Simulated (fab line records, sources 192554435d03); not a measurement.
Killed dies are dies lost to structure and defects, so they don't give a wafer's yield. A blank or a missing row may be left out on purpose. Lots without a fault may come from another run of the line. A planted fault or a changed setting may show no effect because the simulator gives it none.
Chamber matching | flow n5_finfet | N5_BEOL_M15_DESCUM_33 on rie_diel-02: 4 sister chambers
The step chemistry O2, time 7.9 s. 7 wafers are shown with their chamber, then 9 later ones without.

WAFERS WITH THEIR CHAMBER
wafer  | chamber | showerhead_plenum_p_Torr (Torr) | throttle_valve_pct (%)
L084.1 | 3       | 2.17                            | 20.13
L083.3 | 3       | 2.17                            | 20.12
L083.5 | 2       | 2.23                            | 20.08
L083.6 | 1       | 2.12                            | 20.21
L088.2 | 1       | 2.12                            | 20.22
L088.4 | 2       | 2.22                            | 20.11
L088.6 | 0       | 2.10                            | 20.03

WAFERS WITHOUT THEIR CHAMBER
wafer  | showerhead_plenum_p_Torr (Torr) | throttle_valve_pct (%)
L092.2 | 2.10                            | 20.04
L092.3 | 2.16                            | 20.16
L092.5 | 2.12                            | 20.21
L093.2 | 2.16                            | 20.16
L093.5 | 2.10                            | 20.03
L093.6 | 2.12                            | 20.23
L097.1 | 2.22                            | 20.13
L097.3 | 2.09                            | 20.05
L097.4 | 2.16                            | 20.16

WHICH CHAMBER EACH WENT THROUGH
wafer  | from the rows above | in truth
L092.2 | 0                   | 0
L092.3 | 3                   | 3
L092.5 | 1                   | 1
L093.2 | 3                   | 3
L093.5 | 0                   | 0
L093.6 | 1                   | 1
L097.1 | 2                   | 2
L097.3 | 0                   | 0
L097.4 | 3                   | 3
Placed correctly: 9 of 9. Can't be placed from these rows: 0. Placed wrongly: 0.
How it was worked out, from the rows above alone: a wafer's distance from a chamber is the root of the sum, over the readings, of the square of ((its reading less the chamber's mean) divided by the reading's scatter). The wafer belongs to the nearest chamber; if the next one is less than 2 further off, it can't be placed. A chamber's mean is the mean of its shown wafers. The scatter: the root of (the sum of the squares of (reading less its chamber's mean) over the shown wafers, divided by (wafers less chambers)).
